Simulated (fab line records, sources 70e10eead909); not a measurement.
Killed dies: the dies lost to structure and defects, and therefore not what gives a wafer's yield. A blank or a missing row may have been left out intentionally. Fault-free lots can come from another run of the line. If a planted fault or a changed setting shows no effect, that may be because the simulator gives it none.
A struck lot beside a sound one + flow nand_harc + 14 steps out of a route of 1159
Sound: these wafers, L761.1, L761.2, L761.6. Struck: wafer L757.4 (left out: L757.2, L757.3 of the same lot, which were not struck); the cause appears at the end.
At each step with rows: each side's tool, then ch and its chambers, then its first start. Under that, the readings that differ: sound wafers + struck wafers + difference of the means + sigmas: that difference in standard deviations of wafers without a fault.
alike: a reading whose means differ by less than 2 such deviations, as well as words and numbers matching on both sides. not compared: withheld readings; readings where some wafer has no value; bounds like >300 that might hide an equal value; numbers whose values overlap and for which the record gives no deviation.
Wherever a step has rows on one side only, a row that says differs or no value, or a row with sigmas, the two part there. Numbers that have no deviation but don't overlap get no sigmas and don't part them. Lack of a reading on every wafer of one side parts them only where that side has two or more wafers.

first, 10 steps without rows for these wafers: NHARC_A_STAIRCASE_SRD_174; NHARC_A_STAIRCASE_DEHYDRATE_01 (time 120 s); NHARC_A_STAIRCASE_HMDS_02 (time 30 s); NHARC_A_STAIRCASE_COAT_03; NHARC_A_STAIRCASE_SOFTBAKE_04 (time 170 s); NHARC_A_STAIRCASE_EBR_05; NHARC_A_STAIRCASE_EXPOSE_06 (exposes mask STAIR); NHARC_A_STAIRCASE_PEB_07 (peb time 130 s); NHARC_A_STAIRCASE_DEVELOP_08 (time 140 s); NHARC_A_STAIRCASE_HARDBAKE_10 (time 140 s).
NHARC_A_STAIRCASE_DESCUM_11: chemistry O2, time 3 s.
  sound on rie_diel-05 ch 0,2,3, day 13 18:09; struck on rie_diel-11 ch 1, day 13 03:11
  alike: drypump_motor_current_A, mfc_ar_sccm, oes_product_au, rf_vpp_V, showerhead_plenum_p_Torr, throttle_valve_pct
  not compared: rf_hours_counter_h
NHARC_A_STAIRCASE_TRIM_12: chemistry O2, time 211.2 s.
  sound on rie_diel-05 ch 2,3, day 13 18:17; struck on rie_diel-11 ch 0, day 13 03:17
| reading                     | sound                | struck | difference | sigmas |
|-----------------------------|----------------------|--------|------------|--------|
| drypump_motor_current_A (A) | 5.52 5.55 5.55       | 6.14   | +0.60      | +2     |
| oes_product_au (a.u.)       | 0.988 0.988 0.986    | 1.219  | +0.232     | +23    |
| throttle_valve_pct (%)      | 17.046 17.046 17.036 | 17.025 | -0.018     | -2     |
  alike: mfc_ar_sccm, rf_vpp_V, showerhead_plenum_p_Torr
  not compared: rf_hours_counter_h
NHARC_A_STAIRCASE_ETCH_13: etches the open film in C4F8/O2, target depth 100 nm, time 40.5 s.
  sound: rie_diel-05 ch 2,3; struck: rie_diel-11 ch 1
| reading      | sound       | struck | difference | sigmas |
|--------------|-------------|--------|------------|--------|
| rf_vpp_V (V) | 897 901 901 | 889    | -11        | -2     |
  alike: oes_product_au
  not compared: rf_hours_counter_h
-- break in the record here, with 9 days between the starts of the struck wafers on either side (left off in module A_STAIRCASE, picked up again in module END, where the first step shown is number 1159 on the route) --
NHARC_END_SORT_01:
  sound on prober-02 ch 0, day 22 14:11; struck on prober-01 ch 0, day 22 02:50
| reading         | sound    | struck | difference | sigmas |
|-----------------|----------|--------|------------|--------|
| killed_at_array | 31 25 29 | 358    | +330       | +30    |
| killed_dies     | 32 31 32 | 363    | +331       | +30    |
  alike: killed_at_other, killed_at_periphery, killed_open, killed_short

WHERE THEY PART
Earliest at NHARC_A_STAIRCASE_TRIM_12; latest, in this record, at NHARC_END_SORT_01.

WHY: the cause the simulator had injected
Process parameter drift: rie_diel-11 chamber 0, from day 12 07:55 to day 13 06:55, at NHARC_A_STAIRCASE_TRIM_12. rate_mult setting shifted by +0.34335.
